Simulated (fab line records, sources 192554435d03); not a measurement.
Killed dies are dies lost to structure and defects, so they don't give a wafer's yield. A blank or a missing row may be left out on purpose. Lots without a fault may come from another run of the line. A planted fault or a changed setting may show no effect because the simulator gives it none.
Tool commonality check | flow n5_finfet | 9 lots, 27 wafers sampled

WHY IT WAS OPENED
At N5_BEOL_M4_RC_MEAS_101 the reading RS_PWELL is flagged on 2 of 9 lots. Wafers without a fault read 3008 ohm/sq, standard deviation 26.
Rule: a lot is flagged when every wafer of it that has a number lies more than 4 standard deviations from that mean, or none has a number. The other lots count as sound.

lot  | measured     | on        | RS_PWELL (ohm/sq), wafer by wafer | flag
L659 | day 9 18:11  | prober-01 | 3013 3025 3004                    |
L660 | day 10 12:52 | prober-01 | 2987 3005 2987                    |
L662 | day 10 22:22 | prober-01 | 3024 3065 3023                    |
L669 | day 14 12:06 | prober-01 | 2995 2986 2966                    |
L681 | day 16 04:41 | prober-02 | 3025 3025 3033                    |
L679 | day 16 08:40 | prober-01 | 2974 3003 2973                    |
L676 | day 17 01:21 | prober-02 | 2698 2678 2714                    | FLAGGED
L678 | day 17 06:04 | prober-02 | 2695 2680 2693                    | FLAGGED
L666 | day 17 15:38 | prober-02 | 2993 3015 2999                    |
The numbers of the flagged lots are 2693 ohm/sq on average: -315 ohm/sq against the usual, or -12 standard deviations.

WHICH TOOL RAN EACH LOT
The record holds 4 process steps before the reading, out of a route of 1938 steps. In each cell: the tool, then ch and the chambers that the sampled wafers went through, then the start.
lot  | flag    | N5_WELL_APT_IMPLANT_32         | N5_WELL_APT_EPI_41             | N5_PMOS_HMC_CHANNEL_EPI_STRIP_33  | N5_PMOS_HMC_CHANNEL_EPI_CMP_21
L659 |         | implanter-02 ch 0, day 1 21:24 | epi_rpcvd-03 ch 0, day 1 22:32 | rie_diel-06 ch 0,3, day 1 23:53   | cmp-04 ch 0,1,2, day 2 01:48
L660 |         | implanter-02 ch 0, day 2 03:44 | epi_rpcvd-04 ch 0, day 2 04:46 | rie_diel-01 ch 0,1,2, day 2 05:44 | cmp-03 ch 1,2,3, day 2 07:49
L662 |         | implanter-02 ch 0, day 2 15:25 | epi_rpcvd-04 ch 0, day 2 16:31 | rie_diel-03 ch 1,2,3, day 2 17:34 | cmp-04 ch 1,2, day 2 19:49
L669 |         | implanter-01 ch 0, day 4 09:40 | epi_rpcvd-03 ch 0, day 4 10:29 | rie_diel-06 ch 0,1,3, day 4 11:59 | cmp-03 ch 1,2,3, day 4 14:17
L681 |         | implanter-01 ch 0, day 7 09:37 | epi_rpcvd-03 ch 0, day 7 10:35 | rie_diel-03 ch 2,3, day 7 11:49   | cmp-03 ch 1,3, day 7 13:43
L679 |         | implanter-01 ch 0, day 6 21:27 | epi_rpcvd-02 ch 0, day 6 22:23 | rie_diel-06 ch 0,1,2, day 6 23:17 | cmp-02 ch 0,1,3, day 7 01:36
L676 | FLAGGED | implanter-02 ch 0, day 6 03:33 | epi_rpcvd-03 ch 0, day 6 04:17 | rie_diel-01 ch 0,2,3, day 6 05:47 | cmp-03 ch 0,3, day 6 08:04
L678 | FLAGGED | implanter-02 ch 0, day 6 15:47 | epi_rpcvd-03 ch 0, day 6 16:42 | rie_diel-01 ch 1,2,3, day 6 18:00 | cmp-03 ch 0,3, day 6 19:55
L666 |         | implanter-02 ch 0, day 3 15:14 | epi_rpcvd-03 ch 0, day 3 16:07 | rie_diel-06 ch 0,3, day 3 18:05   | cmp-02 ch 1,3, day 3 20:31
What these steps do:
- N5_WELL_APT_IMPLANT_32
- N5_WELL_APT_EPI_41: deposits Si from SiH4/H2, target thk 50 nm, time 297.7 s.
- N5_PMOS_HMC_CHANNEL_EPI_STRIP_33: strips in N2/H2.
- N5_PMOS_HMC_CHANNEL_EPI_CMP_21: polishes SiGe30, target thk 54 nm.
- N5_BEOL_M4_RC_MEAS_101

FLAGGED OVER TOTAL, TOOL BY TOOL (the gauges that took the reading come last)
step                             | tool         | lots run | flagged | share of the flagged lots | sound lots run after its first flagged lot
N5_WELL_APT_IMPLANT_32           | implanter-01 | 3        | 0       | none                      | -
N5_WELL_APT_IMPLANT_32           | implanter-02 | 6        | 2       | all                       | 0
N5_WELL_APT_EPI_41               | epi_rpcvd-02 | 1        | 0       | none                      | -
N5_WELL_APT_EPI_41               | epi_rpcvd-03 | 6        | 2       | all                       | 1 (L681)
N5_WELL_APT_EPI_41               | epi_rpcvd-04 | 2        | 0       | none                      | -
N5_PMOS_HMC_CHANNEL_EPI_STRIP_33 | rie_diel-01  | 3        | 2       | all                       | 0
N5_PMOS_HMC_CHANNEL_EPI_STRIP_33 | rie_diel-03  | 2        | 0       | none                      | -
N5_PMOS_HMC_CHANNEL_EPI_STRIP_33 | rie_diel-06  | 4        | 0       | none                      | -
N5_PMOS_HMC_CHANNEL_EPI_CMP_21   | cmp-02       | 2        | 0       | none                      | -
N5_PMOS_HMC_CHANNEL_EPI_CMP_21   | cmp-03       | 5        | 2       | all                       | 1 (L681)
N5_PMOS_HMC_CHANNEL_EPI_CMP_21   | cmp-04       | 2        | 0       | none                      | -
N5_BEOL_M4_RC_MEAS_101           | prober-01    | 5        | 0       | none                      | -
N5_BEOL_M4_RC_MEAS_101           | prober-02    | 4        | 2       | all                       | 1 (L666)

WHAT THE TABLE ALLOWS
5 rows of the table ran every flagged lot: implanter-02 at N5_WELL_APT_IMPLANT_32, epi_rpcvd-03 at N5_WELL_APT_EPI_41, rie_diel-01 at N5_PMOS_HMC_CHANNEL_EPI_STRIP_33, cmp-03 at N5_PMOS_HMC_CHANNEL_EPI_CMP_21, prober-02 at N5_BEOL_M4_RC_MEAS_101.
- implanter-02 at N5_WELL_APT_IMPLANT_32: 2 of its 6 lots flagged. Its last sound lot is L666 (day 3 15:14), its first flagged lot L676 (day 6 03:33): a fault that began between those two fits. Its own readings lie more than 4 standard deviations out on every wafer of the flagged lots: beam_energy_keV.
- epi_rpcvd-03 at N5_WELL_APT_EPI_41: 2 of its 6 lots flagged. Sound lots ran on it after the first flagged one (L681), which a lasting fault on the whole tool wouldn't allow.
- rie_diel-01 at N5_PMOS_HMC_CHANNEL_EPI_STRIP_33: 2 of its 3 lots flagged. Its last sound lot is L660 (day 2 05:44), its first flagged lot L676 (day 6 05:47): a fault that began between those two fits.
- cmp-03 at N5_PMOS_HMC_CHANNEL_EPI_CMP_21: 2 of its 5 lots flagged. Sound lots ran on it after the first flagged one (L681), which a lasting fault on the whole tool wouldn't allow.
- prober-02 at N5_BEOL_M4_RC_MEAS_101: 2 of its 4 lots flagged. Sound lots ran on it after the first flagged one (L666), which a lasting fault on the whole tool wouldn't allow.
Counting lots can't tell these 2 tools apart, because each fits a fault that began at some hour. More lots, or a look at what each step does to the wafer, might.

WHAT THE SIMULATOR HAD PUT IN
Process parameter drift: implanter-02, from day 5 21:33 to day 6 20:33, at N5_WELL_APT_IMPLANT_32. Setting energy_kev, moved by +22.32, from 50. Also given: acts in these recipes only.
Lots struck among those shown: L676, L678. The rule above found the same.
